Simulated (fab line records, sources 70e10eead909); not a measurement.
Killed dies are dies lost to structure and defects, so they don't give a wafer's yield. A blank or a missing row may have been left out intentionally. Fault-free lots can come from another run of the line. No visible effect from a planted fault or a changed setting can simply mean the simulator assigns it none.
The tool behind it: which one? || flow nand harc || Sampling: 12 lots, 36 wafers, 2 of 1159 route steps

## WHAT THE GAUGES READ, wafer by wafer
NHARC_A_BLC_CD_MEAS_10: the cd target is 100 nm.
{"lot": "L078", "measured": "day 17 18:20", "on": "cd sem-01", "cd nm (nm)": "100.2 100.5 99.6"}
{"lot": "L076", "measured": "day 17 20:23", "on": "cd sem-01", "cd nm (nm)": "100.5 99.9 100.0"}
{"lot": "L079", "measured": "day 18 02:59", "on": "cd sem-03", "cd nm (nm)": "100.3 100.0 99.8"}
{"lot": "L081", "measured": "day 19 06:11", "on": "cd sem-01", "cd nm (nm)": "99.6 99.0 100.1"}
{"lot": "L083", "measured": "day 19 16:39", "on": "cd sem-01", "cd nm (nm)": "100.8 100.8 100.7"}
{"lot": "L084", "measured": "day 20 03:53", "on": "cd sem-02", "cd nm (nm)": "100.2 100.8 100.8"}
{"lot": "L088", "measured": "day 20 21:34", "on": "cd sem-01", "cd nm (nm)": "100.2 100.2 99.6"}
{"lot": "L089", "measured": "day 21 05:16", "on": "cd sem-02", "cd nm (nm)": "99.8 99.8 99.8"}
{"lot": "L092", "measured": "day 21 23:08", "on": "cd sem-02", "cd nm (nm)": "100.0 99.6 100.0"}
{"lot": "L091", "measured": "day 22 00:00", "on": "cd sem-01", "cd nm (nm)": "98.8 100.9 100.0"}
{"lot": "L093", "measured": "day 22 10:29", "on": "cd sem-03", "cd nm (nm)": "101.3 99.9 100.3"}
{"lot": "L097", "measured": "day 23 03:17", "on": "cd sem-01", "cd nm (nm)": "99.7 100.5 100.8"}

## TOOL THAT RAN EACH LOT (tool first, then ch and the chambers of the sampled wafers, then the start)
{"lot": "L078", "NHARC_A_CONTACT_ETCH_139": "har cap etch-01 ch 0,1, day 17 11:15"}
{"lot": "L076", "NHARC_A_CONTACT_ETCH_139": "har cap etch-03 ch 0, day 17 16:53"}
{"lot": "L079", "NHARC_A_CONTACT_ETCH_139": "har cap etch-01 ch 0, day 17 20:30"}
{"lot": "L081", "NHARC_A_CONTACT_ETCH_139": "har cap etch-02 ch 0,1, day 19 00:29"}
{"lot": "L083", "NHARC_A_CONTACT_ETCH_139": "har cap etch-02 ch 0,1, day 19 09:37"}
{"lot": "L084", "NHARC_A_CONTACT_ETCH_139": "har cap etch-03 ch 0,1, day 19 15:41"}
{"lot": "L088", "NHARC_A_CONTACT_ETCH_139": "har cap etch-01 ch 1, day 20 17:14"}
{"lot": "L089", "NHARC_A_CONTACT_ETCH_139": "har cap etch-03 ch 0,1, day 20 22:44"}
{"lot": "L092", "NHARC_A_CONTACT_ETCH_139": "har cap etch-02 ch 0,1, day 21 14:55"}
{"lot": "L091", "NHARC_A_CONTACT_ETCH_139": "har cap etch-02 ch 0,1, day 21 18:38"}
{"lot": "L093", "NHARC_A_CONTACT_ETCH_139": "har cap etch-01 ch 0,1, day 22 00:47"}
{"lot": "L097", "NHARC_A_CONTACT_ETCH_139": "har cap etch-02 ch 0,1, day 22 23:41"}
- NHARC_A_CONTACT_ETCH_139: etches the open film in C4F8/O2/Ar, time 137 s, target depth 590 nm.

## THE ANSWER, worked out from the rows above alone
Rule: what is usual is taken from the lots themselves. Put in order of their means at a reading, lots are off if they are a third of the lots or fewer, leave a main group of 4 or more, and stand apart from it by a gap of 3 or more times the standard deviation of the main group's means; of several such gaps the widest counts. A main group is skipped when, at the precision printed for the reading in the tables above, its means are all equal. A lot without any number at a reading at which 4 lots or more have one is off too. The other lots that the step has rows for count as sound.
None of the lots is off at any reading shown; this tells nothing.

## WHAT WAS PUT IN BY THE SIMULATOR
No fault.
